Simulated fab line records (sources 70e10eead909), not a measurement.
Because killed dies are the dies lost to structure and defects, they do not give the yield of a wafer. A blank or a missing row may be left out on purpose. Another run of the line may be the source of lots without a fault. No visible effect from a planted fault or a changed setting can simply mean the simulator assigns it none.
Chamber matching || flow nand-harc || 4 sister chambers for NHARC_P_ZERO_WELL_DESCUM_13 on rie-diel-09
The step chemistry O2, time 3 s. 4 wafers are shown with their chamber, then 7 later ones without.

## WAFERS, EACH WITH ITS CHAMBER
{"wafer": "L089.1", "chamber": 1, "drypump-motor-current-A (A)": 5.5}
{"wafer": "L089.3", "chamber": 3, "drypump-motor-current-A (A)": 6.5}
{"wafer": "L091.1", "chamber": 0, "drypump-motor-current-A (A)": 5.2}
{"wafer": "L091.3", "chamber": 2, "drypump-motor-current-A (A)": 5.8}

## WAFERS WHOSE CHAMBER IS MISSING
{"wafer": "L091.4", "drypump-motor-current-A (A)": 5.5}
{"wafer": "L094.2", "drypump-motor-current-A (A)": 5.2}
{"wafer": "L094.5", "drypump-motor-current-A (A)": 5.7}
{"wafer": "L094.6", "drypump-motor-current-A (A)": 6.5}
{"wafer": "L096.1", "drypump-motor-current-A (A)": 6.5}
{"wafer": "L096.5", "drypump-motor-current-A (A)": 5.2}
{"wafer": "L096.6", "drypump-motor-current-A (A)": 6.5}

## THE CHAMBER EACH PASSED THROUGH
{"wafer": "L091.4", "from the rows above": 1, "in truth": 1}
{"wafer": "L094.2", "from the rows above": 0, "in truth": 0}
{"wafer": "L094.5", "from the rows above": 2, "in truth": 2}
{"wafer": "L094.6", "from the rows above": 3, "in truth": 3}
{"wafer": "L096.1", "from the rows above": 3, "in truth": 3}
{"wafer": "L096.5", "from the rows above": 0, "in truth": 0}
{"wafer": "L096.6", "from the rows above": 3, "in truth": 3}
Correct placement for 7 of the 7. From these rows, 0 cannot be placed. Wrongly placed: 0.
How it was worked out, from the rows above alone: a wafer's distance from a chamber is the root of the sum, over the readings, of the square of ((its reading less the chamber's mean) divided by the reading's scatter). The wafer belongs to the nearest chamber; if the next one is less than 2 further off, it can't be placed. The mean given for a chamber averages the wafers shown for that chamber. The scatter (one wafer shown for each chamber): square how far every hidden wafer sits from the nearest shown wafer, average those squares and take the square root.
